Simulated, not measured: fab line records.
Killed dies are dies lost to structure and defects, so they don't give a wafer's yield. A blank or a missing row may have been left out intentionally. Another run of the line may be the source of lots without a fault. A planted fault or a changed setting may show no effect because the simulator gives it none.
What tool caused it? + flow n5-finfet + Sampling: 10 lots, 28 wafers, 5 of 1938 route steps

## WHAT THE GAUGES READ, wafer by wafer
N5_BEOL_M4_RC_MEAS_101.
| lot  | measured     | on        | DIBL_N (mV/V)  | DIBL_P (mV/V)  | IOFF_N (nA/um)    | IOFF_P (nA/um)    | ION_N (uA/um) | ION_P (uA/um) | SS_N (mV/dec)  | SS_P (mV/dec)  | VT_N (mV)         | VT_P (mV)            |
|------|--------------|-----------|----------------|----------------|-------------------|-------------------|---------------|---------------|----------------|----------------|-------------------|----------------------|
| L950 | day 9 03:32  | prober-01 | 36.1 35.3 34.3 | 36.3 35.3 34.0 | 0.164 0.164 0.140 | 0.226 0.217 0.194 | 678 682 667   | 466 462 458   | 71.2 71.3 70.9 | 72.9 73.2 73.2 | 249.9 249.6 252.4 | -248.1 -246.8 -250.2 |
| L960 | day 12 02:34 | prober-01 | 37.4 38.1 38.0 | 37.5 37.9 37.0 | 0.188 0.201 0.192 | 0.264 0.283 0.258 | 683 684 691   | 474 473 472   | 71.3 71.3 71.4 | 72.9 73.1 73.5 | 245.9 244.1 246.1 | -243.1 -245.8 -245.2 |
| L962 | day 12 23:57 | prober-02 | 36.9 36.4 35.2 | 36.0 36.5 34.8 | 0.189 0.184 0.161 | 0.241 0.248 0.212 | 691 687 682   | 476 469 465   | 72.0 71.9 71.8 | 73.2 73.6 73.0 | 243.7 244.9 248.2 | -246.1 -246.3 -247.9 |
| L963 | day 13 02:29 | prober-01 | 37.2 37.8 37.4 | 37.4 37.3 37.1 | 0.169 0.180 0.168 | 0.239 0.244 0.236 | 684 679 679   | 459 466 470   | 72.5 72.3 71.8 | 73.6 73.9 72.7 | 247.4 245.2 250.2 | -250.6 -247.5 -246.4 |
| L964 | day 13 23:42 | prober-02 | 36.7 38.7 35.9 | 36.2 38.6 35.9 | 0.163 0.209 0.159 | 0.195 0.239 0.207 | 665 682 675   | 451 460 461   | 71.7 72.5 72.3 | 73.4 73.7 73.2 | 248.8 246.4 248.9 | -249.6 -246.2 -251.1 |
| L965 | day 14 05:13 | prober-01 | 36.4 35.2 37.0 | 36.7 36.0 38.2 | 0.158 0.150 0.183 | 0.191 0.186 0.222 | 683 678 688   | 464 459 469   | 72.2 72.1 72.0 | 73.5 72.6 74.2 | 251.5 249.7 247.0 | -252.5 -253.6 -250.8 |
| L966 | day 14 17:20 | prober-01 | 37.6 36.9      | 37.1 37.0      | 0.161 0.153       | 0.217 0.216       | 668 659       | 463 459       | 72.0 72.1      | 73.6 73.9      | 248.7 250.8       | -250.7 -249.5        |
| L969 | day 15 02:47 | prober-01 | 35.9 35.7      | 35.7 35.6      | 0.131 0.134       | 0.184 0.183       | 659 650       | 449 449       | 70.8 71.6      | 73.0 72.8      | 253.3 253.9       | -254.3 -253.9        |
| L972 | day 16 03:17 | prober-02 | 35.3 34.8 34.6 | 36.4 34.8 35.8 | 0.154 0.143 0.151 | 0.208 0.183 0.206 | 679 683 691   | 472 466 466   | 71.6 70.8 71.3 | 72.7 72.7 72.1 | 247.8 248.7 250.1 | -249.9 -250.5 -247.9 |
| L973 | day 15 20:00 | prober-01 | 33.8 35.6 36.2 | 35.9 36.3 37.2 | 0.157 0.190 0.183 | 0.187 0.194 0.204 | 675 668 668   | 459 452 452   | 70.8 71.2 71.7 | 73.3 73.7 74.0 | 248.4 248.9 250.5 | -252.7 -254.3 -252.4 |

## WHAT TOOL EACH LOT RAN ON (gives the tool, then ch and the chambers of the sampled wafers, and finally the start)
| lot  | N5_BEOL_M1_HM_OPEN_17             | N5_BEOL_M1_VIA_ETCH_34             | N5_BEOL_M1_STRIP_97                           | N5_BEOL_M1_DEGAS_44          |
|------|-----------------------------------|------------------------------------|-----------------------------------------------|------------------------------|
| L950 | rie-metal-01 ch 0, day 6 00:34    | rie-diel-04 ch 1,2,3, day 6 14:15  | rie-diel-04 ch 1,2,3, day 6 15:05 or earlier  | pvd-sputter-02, day 6 15:05  |
| L960 | rie-metal-03 ch 0,1, day 8 17:04  | rie-diel-01 ch 0,1,3, day 9 05:01  | rie-diel-01 ch 0,1,3, day 9 05:59 or earlier  | pvd-sputter-01, day 9 05:59  |
| L962 | rie-metal-01 ch 0,1, day 9 05:01  | rie-diel-01 ch 0,1,2, day 9 17:02  | rie-diel-01 ch 0,1,2, day 9 17:38 or earlier  | pvd-sputter-02, day 9 17:38  |
| L963 | rie-metal-02 ch 0,1, day 9 07:13  | rie-diel-02 ch 0,1,2, day 9 21:35  | rie-diel-02 ch 0,1,2, day 9 22:26 or earlier  | pvd-sputter-03, day 9 22:26  |
| L964 | rie-metal-02 ch 0,1, day 9 15:31  | rie-diel-01 ch 1,2,3, day 10 20:02 | rie-diel-01 ch 1,2,3, day 10 20:32 or earlier | pvd-sputter-01, day 10 20:32 |
| L965 | rie-metal-03 ch 0,1, day 9 20:55  | rie-diel-02 ch 0,2,3, day 10 20:08 | rie-diel-02 ch 0,2,3, day 10 23:26 or earlier | pvd-sputter-01, day 10 23:26 |
| L966 | rie-metal-02 ch 0, day 10 14:46   | rie-diel-01 ch 1,3, day 11 04:14   | rie-diel-01 ch 1,3, day 11 04:49 or earlier   | pvd-sputter-01, day 11 04:49 |
| L969 | rie-metal-03 ch 0,1, day 11 01:56 | rie-diel-01 ch 0,3, day 11 14:16   | rie-diel-01 ch 0,3, day 11 15:04 or earlier   | pvd-sputter-01, day 11 15:04 |
| L972 | rie-metal-02 ch 0,1, day 11 23:16 | rie-diel-04 ch 0,3, day 12 10:02   | rie-diel-04 ch 0,3, day 12 10:53 or earlier   | pvd-sputter-02, day 12 10:53 |
| L973 | rie-metal-02 ch 0,1, day 12 10:30 | rie-diel-04 ch 0,1,3, day 12 15:02 | rie-diel-04 ch 0,1,3, day 12 15:50 or earlier | pvd-sputter-02, day 12 15:50 |
- N5_BEOL_M1_HM_OPEN_17: chemistry Cl2/BCl3, target TiN, target depth 20 nm, overetch 6 nm.
- N5_BEOL_M1_VIA_ETCH_34: etches the open film in C4F6/O2, target depth 67.8 nm, time 64.4 s.
- N5_BEOL_M1_STRIP_97: strips in N2/H2, time 10 s.
- N5_BEOL_M1_DEGAS_44: time 60 s.

## AS READ BY THE TOOLS THEMSELVES (means over the sampled wafers that have a number; for cases with no such wafer, the mark the record gives instead)
N5_BEOL_M1_HM_OPEN_17.
| lot  | tool         | drypump-motor-current-A (A) | oes-product-au (a.u.) | throttle-valve-pct (%) |
|------|--------------|-----------------------------|-----------------------|------------------------|
| L950 | rie-metal-01 | 5.0                         | 0.73                  | 21.98                  |
| L960 | rie-metal-03 | 5.8                         | 0.58                  | 22.16                  |
| L962 | rie-metal-01 | 5.0                         | 0.64                  | 22.07                  |
| L963 | rie-metal-02 | 5.4                         | 0.61                  | 21.96                  |
| L964 | rie-metal-02 | 5.7                         | 0.67                  | 22.02                  |
| L965 | rie-metal-03 | 5.6                         | 0.63                  | 22.21                  |
| L966 | rie-metal-02 | 6.0                         | 0.70                  | 22.09                  |
| L969 | rie-metal-03 | 5.7                         | 0.60                  | 22.18                  |
| L972 | rie-metal-02 | 5.4                         | 0.60                  | 21.98                  |
| L973 | rie-metal-02 | 5.4                         | 0.60                  | 21.98                  |

N5_BEOL_M1_VIA_ETCH_34.
| lot  | tool        | drypump-motor-current-A (A) | oes-product-au (a.u.) | rf-vpp-V (V) | run-length-s (s) | showerhead-plenum-p-Torr (Torr) | throttle-valve-pct (%) |
|------|-------------|-----------------------------|-----------------------|--------------|------------------|---------------------------------|------------------------|
| L950 | rie-diel-04 | 5.8                         | 0.73                  | 663          | 88.1             | 2.79                            | 30.68                  |
| L960 | rie-diel-01 | 5.3                         | 0.73                  | 670          | 87.8             | 2.94                            | 30.72                  |
| L962 | rie-diel-01 | 5.4                         | 0.73                  | 667          | 87.8             | 2.90                            | 30.81                  |
| L963 | rie-diel-02 | 5.0                         | 0.75                  | 667          | 87.4             | 2.96                            | 30.90                  |
| L964 | rie-diel-01 | 5.1                         | 0.72                  | 665          | 104.4            | 2.90                            | 30.84                  |
| L965 | rie-diel-02 | 5.1                         | 0.77                  | 669          | 87.9             | 2.96                            | 30.89                  |
| L966 | rie-diel-01 | 5.2                         | 0.70                  | 672          | 100.2            | 2.92                            | 30.84                  |
| L969 | rie-diel-01 | 5.0                         | 0.72                  | 668          | 99.8             | 2.94                            | 30.57                  |
| L972 | rie-diel-04 | 5.8                         | 0.80                  | 666          | 87.5             | 2.85                            | 30.67                  |
| L973 | rie-diel-04 | 5.9                         | 0.87                  | 669          | 87.8             | 2.92                            | 30.66                  |

N5_BEOL_M1_STRIP_97.
| lot  | tool        | drypump-motor-current-A (A) | oes-product-au (a.u.) | rf-vpp-V (V) | showerhead-plenum-p-Torr (Torr) | throttle-valve-pct (%) |
|------|-------------|-----------------------------|-----------------------|--------------|---------------------------------|------------------------|
| L950 | rie-diel-04 | 5.7                         | 0.73                  | 58.8         | 2.49                            | 23.6                   |
| L960 | rie-diel-01 | 5.3                         | 0.72                  | 59.6         | 2.63                            | 23.7                   |
| L962 | rie-diel-01 | 5.4                         | 0.73                  | 59.2         | 2.60                            | 23.8                   |
| L963 | rie-diel-02 | 5.0                         | 0.76                  | 59.2         | 2.65                            | 23.9                   |
| L964 | rie-diel-01 | 5.1                         | 0.72                  | 59.4         | 2.59                            | 23.7                   |
| L965 | rie-diel-02 | 5.1                         | 0.77                  | 60.0         | 2.66                            | 23.8                   |
| L966 | rie-diel-01 | 5.2                         | 0.70                  | 59.0         | 2.62                            | 23.8                   |
| L969 | rie-diel-01 | 5.1                         | 0.72                  | 59.2         | 2.63                            | 23.4                   |
| L972 | rie-diel-04 | 5.8                         | 0.80                  | 59.9         | 2.55                            | 23.6                   |
| L973 | rie-diel-04 | 6.0                         | 0.87                  | 60.3         | 2.61                            | 23.5                   |

N5_BEOL_M1_DEGAS_44.
| lot  | tool           | heater-power-w (W) |
|------|----------------|--------------------|
| L950 | pvd-sputter-02 | 313                |
| L960 | pvd-sputter-01 | 322                |
| L962 | pvd-sputter-02 | 288                |
| L963 | pvd-sputter-03 | 312                |
| L964 | pvd-sputter-01 | 319                |
| L965 | pvd-sputter-01 | 301                |
| L966 | pvd-sputter-01 | 312                |
| L969 | pvd-sputter-01 | 288                |
| L972 | pvd-sputter-02 | 339                |
| L973 | pvd-sputter-02 | 315                |

## THE ANSWER, worked out from the rows above alone
Rule: what is usual is taken from the lots themselves. The widest of any qualifying gaps counts: lots, ordered by their means at a reading, are off when they make up no more than a third of the lots, leave a main group of 4 or more, and stand apart from it by 3 or more times the standard deviation of that group's means. A main group whose means are all the same, to the digits that the tables above print for the reading, isn't used. Also off: a lot with no number at a reading for which 4 or more lots have one. Any other lot the step has rows for is counted as sound. The gauges are gone through in route order, then the tools' own readings, and for those a lot's mean is taken as printed above. The first step at which some lot is off is used, and at that step the reading that is off furthest; a lot without a number counts as furthest.
Off: L964, L966, L969 (N5_BEOL_M1_VIA_ETCH_34, run-length-s). Main group: mean 87.8 s, sd 0.22.
If a tool, at that step or one of the process steps before it, ran each lot that is off and ran no sound lot following the first of them, it fits. One fits: rie-diel-01 at N5_BEOL_M1_VIA_ETCH_34. Its last sound lot is L962 (day 9 17:02), its first lot that is off L964 (day 10 20:02): a fault that began between those two fits.
On the lots that are off, the tool's own readings at N5_BEOL_M1_VIA_ETCH_34 differ by more than 5 times the standard deviation of the sound lots' means, which bears it out; run-length-s reads 101.5 s there versus 87.8 s on the sound lots.

## WHAT THE SIMULATOR HAD PUT IN
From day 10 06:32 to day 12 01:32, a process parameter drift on rie-diel-01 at N5_BEOL_M1_VIA_ETCH_34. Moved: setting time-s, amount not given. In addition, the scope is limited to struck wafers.
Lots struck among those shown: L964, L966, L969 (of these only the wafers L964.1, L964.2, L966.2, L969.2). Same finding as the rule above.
